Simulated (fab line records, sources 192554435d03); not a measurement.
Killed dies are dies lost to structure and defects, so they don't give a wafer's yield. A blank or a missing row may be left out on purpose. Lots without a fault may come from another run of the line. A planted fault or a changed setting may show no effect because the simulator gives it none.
Which tool did it? | flow n5_finfet | 9 lots, 27 wafers sampled, at 5 steps of a route of 1938

WHAT THE GAUGES READ, wafer by wafer
The record holds no reading of a measuring or inspecting step that can be judged against a usual standard deviation.

WHICH TOOL RAN EACH LOT (tool, then ch and the chambers of the sampled wafers, then the start)
lot  | N5_BEOL_M6_ETCH_65                 | N5_BEOL_M6_TRENCH_ETCH_37                     | N5_BEOL_M6_HM_STRIP_39              | N5_BEOL_M6_CURE_75            | N5_BEOL_M6_CMP_52
L560 | rie_diel-02 ch 0,1,3, day 8 11:53  | rie_diel-02 ch 0,1,3, day 8 12:18 or earlier  | wet_bench-04 ch 1,6,7, day 8 12:18  | uv_cure-03 ch 1, day 8 12:35  | cmp-02 ch 1,2, day 8 15:26
L561 | rie_diel-01 ch 0,3, day 8 22:46    | rie_diel-01 ch 0,3, day 8 23:11 or earlier    | wet_bench-03 ch 3,4,5, day 8 23:11  | uv_cure-03 ch 2, day 8 23:26  | cmp-03 ch 0,1,2, day 9 01:23
L564 | rie_diel-01 ch 1,2, day 9 22:58    | rie_diel-01 ch 1,2, day 9 23:22 or earlier    | wet_bench-05 ch 1,4,6, day 9 23:22  | uv_cure-02 ch 0, day 9 23:32  | cmp-02 ch 1,2, day 10 01:31
L571 | rie_diel-02 ch 0,2,3, day 12 16:15 | rie_diel-02 ch 0,2,3, day 12 16:40 or earlier | wet_bench-04 ch 0,1,6, day 12 16:40 | uv_cure-02 ch 1, day 12 17:07 | cmp-04 ch 0,1, day 12 19:49
L572 | rie_diel-01 ch 0,2, day 12 16:56   | rie_diel-01 ch 0,2, day 12 17:21 or earlier   | wet_bench-03 ch 0,1,7, day 12 17:21 | uv_cure-01 ch 2, day 12 17:31 | cmp-03 ch 1,2,3, day 12 20:27
L574 | rie_diel-01 ch 1,2,3, day 12 19:07 | rie_diel-01 ch 1,2,3, day 12 19:31 or earlier | wet_bench-03 ch 2,4,6, day 12 19:31 | uv_cure-02 ch 1, day 12 19:41 | cmp-03 ch 0,1,3, day 12 21:13
L581 | rie_diel-06 ch 0,2,3, day 14 05:05 | rie_diel-06 ch 0,2,3, day 14 05:30 or earlier | wet_bench-03 ch 0,4,7, day 14 05:30 | uv_cure-02 ch 1, day 14 05:40 | cmp-03 ch 0,2,3, day 14 07:41
L582 | rie_diel-01 ch 1,2, day 15 00:59   | rie_diel-01 ch 1,2, day 15 01:24 or earlier   | wet_bench-05 ch 1,5,7, day 15 01:24 | uv_cure-03 ch 0, day 15 01:34 | cmp-04 ch 0,2,3, day 15 04:30
L583 | rie_diel-01 ch 0,3, day 15 09:42   | rie_diel-01 ch 0,3, day 15 10:06 or earlier   | wet_bench-05 ch 0,1,3, day 15 10:06 | uv_cure-01 ch 2, day 15 10:19 | cmp-02 ch 0,1, day 15 12:19
- N5_BEOL_M6_ETCH_65: etches SiARC in CF4, target depth 15.6 nm, time 26 s.
- N5_BEOL_M6_TRENCH_ETCH_37: etches SiCOH lowk in C4F6/O2, target depth 94.435 nm, time 31.5 s.
- N5_BEOL_M6_HM_STRIP_39: strips TiN in peroxide tin strip, target depth 25 nm, time 158 s.
- N5_BEOL_M6_CURE_75: cures SiCOH lowk, time 120 s.
- N5_BEOL_M6_CMP_52: polishes, stops on SiCOH lowk, t overpolish 6.9 s, target thk 80 nm.

WHAT THE TOOLS THEMSELVES READ (means of the sampled wafers that have a number; where no wafer has one, the mark that the record gives instead)
N5_BEOL_M6_ETCH_65. Usual: bias_w 36.00 W, standard deviation 0.11; drypump_motor_current_A 5.7 A, standard deviation 0.38; etch_rf_on_time_s 25.72 s, standard deviation 0.3; oes_product_au 0.71 a.u., standard deviation 0.072; rf_vpp_V 183.9 V, standard deviation 1.2; showerhead_plenum_p_Torr 2.13 Torr, standard deviation 0.066; throttle_valve_pct 15.46 %, standard deviation 0.16.
lot  | tool        | bias_w (W) | drypump_motor_current_A (A) | etch_rf_on_time_s (s) | oes_product_au (a.u.) | rf_vpp_V (V) | showerhead_plenum_p_Torr (Torr) | throttle_valve_pct (%) | flag
L560 | rie_diel-02 | 36.06      | 5.7                         | 25.46                 | 0.68                  | 185.2        | 2.17                            | 15.42                  |
L561 | rie_diel-01 | 36.07      | 5.6                         | 25.93                 | 0.83                  | 183.8        | 2.10                            | 15.37                  |
L564 | rie_diel-01 | 36.03      | 5.6                         | 26.14                 | 0.63                  | 183.5        | 2.10                            | 15.81                  |
L571 | rie_diel-02 | 36.00      | 5.6                         | 25.56                 | 0.63                  | 183.5        | 2.16                            | 15.48                  |
L572 | rie_diel-01 | 35.97      | 5.5                         | 25.64                 | 0.72                  | 182.9        | 2.08                            | 15.32                  |
L574 | rie_diel-01 | 35.98      | 5.9                         | 25.77                 | 0.76                  | 182.8        | 2.09                            | 15.42                  |
L581 | rie_diel-06 | 36.04      | 5.7                         | 25.61                 | 0.73                  | 184.4        | 2.20                            | 15.43                  |
L582 | rie_diel-01 | 35.99      | 5.6                         | 25.83                 | 0.71                  | 183.5        | 2.08                            | 15.42                  |
L583 | rie_diel-01 | 35.95      | 6.0                         | 25.51                 | 0.74                  | 183.7        | 2.09                            | 15.46                  |

N5_BEOL_M6_TRENCH_ETCH_37. Usual: bias_w 185.0 W, standard deviation 0.55; drypump_motor_current_A 5.7 A, standard deviation 0.37; oes_product_au 0.83 a.u., standard deviation 0.083; rf_vpp_V 665 V, standard deviation 4.2; showerhead_plenum_p_Torr 2.83 Torr, standard deviation 0.087; throttle_valve_pct 20.81 %, standard deviation 0.16.
lot  | tool        | bias_w (W) | drypump_motor_current_A (A) | oes_product_au (a.u.) | rf_vpp_V (V) | showerhead_plenum_p_Torr (Torr) | throttle_valve_pct (%) | flag
L560 | rie_diel-02 | 185.0      | 5.6                         | 0.79                  | 667          | 2.90                            | 20.73                  |
L561 | rie_diel-01 | 184.9      | 5.6                         | 0.97                  | 667          | 2.80                            | 20.77                  |
L564 | rie_diel-01 | 184.7      | 5.6                         | 0.73                  | 669          | 2.80                            | 21.09                  |
L571 | rie_diel-02 | 185.3      | 5.6                         | 0.75                  | 667          | 2.88                            | 20.77                  |
L572 | rie_diel-01 | 185.3      | 5.6                         | 0.84                  | 665          | 2.77                            | 20.65                  |
L574 | rie_diel-01 | 184.8      | 5.9                         | 0.88                  | 667          | 2.79                            | 20.81                  |
L581 | rie_diel-06 | 185.4      | 5.7                         | 0.85                  | 662          | 2.93                            | 20.81                  |
L582 | rie_diel-01 | 184.9      | 5.7                         | 0.83                  | 666          | 2.77                            | 20.75                  |
L583 | rie_diel-01 | 184.6      | 6.0                         | 0.86                  | 667          | 2.78                            | 20.84                  |

N5_BEOL_M6_HM_STRIP_39. Usual: bath_guard_temp_C 50.0 C, standard deviation 0.41; bath_heat_duty_pct 7.3 %, standard deviation 0.97.
lot  | tool         | bath_guard_temp_C (C) | bath_heat_duty_pct (%) | flag
L560 | wet_bench-04 | 49.4                  | 7.6                    |
L561 | wet_bench-03 | 50.3                  | 7.0                    |
L564 | wet_bench-05 | 50.4                  | 7.5                    |
L571 | wet_bench-04 | 49.6                  | 7.2                    |
L572 | wet_bench-03 | 50.2                  | 6.7                    |
L574 | wet_bench-03 | 50.1                  | 7.2                    |
L581 | wet_bench-03 | -                     | -                      | OFF
L582 | wet_bench-05 | -                     | -                      | OFF
L583 | wet_bench-05 | -                     | -                      | OFF

N5_BEOL_M6_CURE_75. Usual: lamp_power_pct 52.32 %, standard deviation 0.059; wafer_temp_C_max 372.3, standard deviation 0.77.
lot  | tool       | lamp_power_pct (%) | wafer_temp_C_max | flag
L560 | uv_cure-03 | 52.36              | 373.3            |
L561 | uv_cure-03 | 52.37              | 371.6            |
L564 | uv_cure-02 | 52.29              | 372.0            |
L571 | uv_cure-02 | 52.30              | 372.8            |
L572 | uv_cure-01 | 52.25              | 372.5            |
L574 | uv_cure-02 | 52.36              | 373.2            |
L581 | uv_cure-02 | 52.29              | 372.4            |
L582 | uv_cure-03 | 52.34              | 371.3            |
L583 | uv_cure-01 | 52.34              | 373.0            |

N5_BEOL_M6_CMP_52. Usual: barrier_field_endpoint_s 28.8 s, standard deviation 0.63; clearing_platen_rpm 50.000 rpm, standard deviation 0.025; head_pressure_psi 0.9999 psi, standard deviation 0.0023; motor_current_A 5.9 A, standard deviation 0.66.
lot  | tool   | barrier_field_endpoint_s (s) | clearing_platen_rpm (rpm) | head_pressure_psi (psi) | motor_current_A (A) | flag
L560 | cmp-02 | 29.2                         | 49.997                    | 1.0005                  | 5.4                 |
L561 | cmp-03 | 29.5                         | 50.008                    | 0.9997                  | 6.2                 |
L564 | cmp-02 | 28.2                         | 50.010                    | 0.9998                  | 5.6                 |
L571 | cmp-04 | 29.5                         | 50.017                    | 1.0015                  | 5.3                 |
L572 | cmp-03 | 29.2                         | 50.007                    | 0.9989                  | 6.4                 |
L574 | cmp-03 | 28.3                         | 50.013                    | 1.0002                  | 6.3                 |
L581 | cmp-03 | 36.4                         | 49.993                    | 1.0012                  | 6.0                 | OFF
L582 | cmp-04 | 36.9                         | 49.993                    | 0.9995                  | 5.1                 | OFF
L583 | cmp-02 | 36.3                         | 49.998                    | 0.9997                  | 6.1                 | OFF

THE ANSWER, worked out from the rows above alone
Rule: a lot is off if the mean of its wafers that have a number lies more than 3 standard deviations from the usual mean. A lot without any number at a reading at which 4 lots or more have one is off too. The other lots that the step has rows for count as sound. The gauges are gone through in route order, then the tools' own readings, and for those a lot's mean is taken as printed above. The first step at which some lot is off is used, and at that step the reading that is off furthest; a lot without a number counts as furthest.
Off: L581, L582, L583, at N5_BEOL_M6_HM_STRIP_39 (bath_guard_temp_C). Without a number there: L581, L582, L583.
A tool fits if, at that step or a process step before it, it ran every lot that is off, and no sound lot after the first of them. N5_BEOL_M6_TRENCH_ETCH_37 gives no start for some lots, so the hours and the order of its lots are those of N5_BEOL_M6_HM_STRIP_39. None of those tried fits.

WHAT THE SIMULATOR HAD PUT IN
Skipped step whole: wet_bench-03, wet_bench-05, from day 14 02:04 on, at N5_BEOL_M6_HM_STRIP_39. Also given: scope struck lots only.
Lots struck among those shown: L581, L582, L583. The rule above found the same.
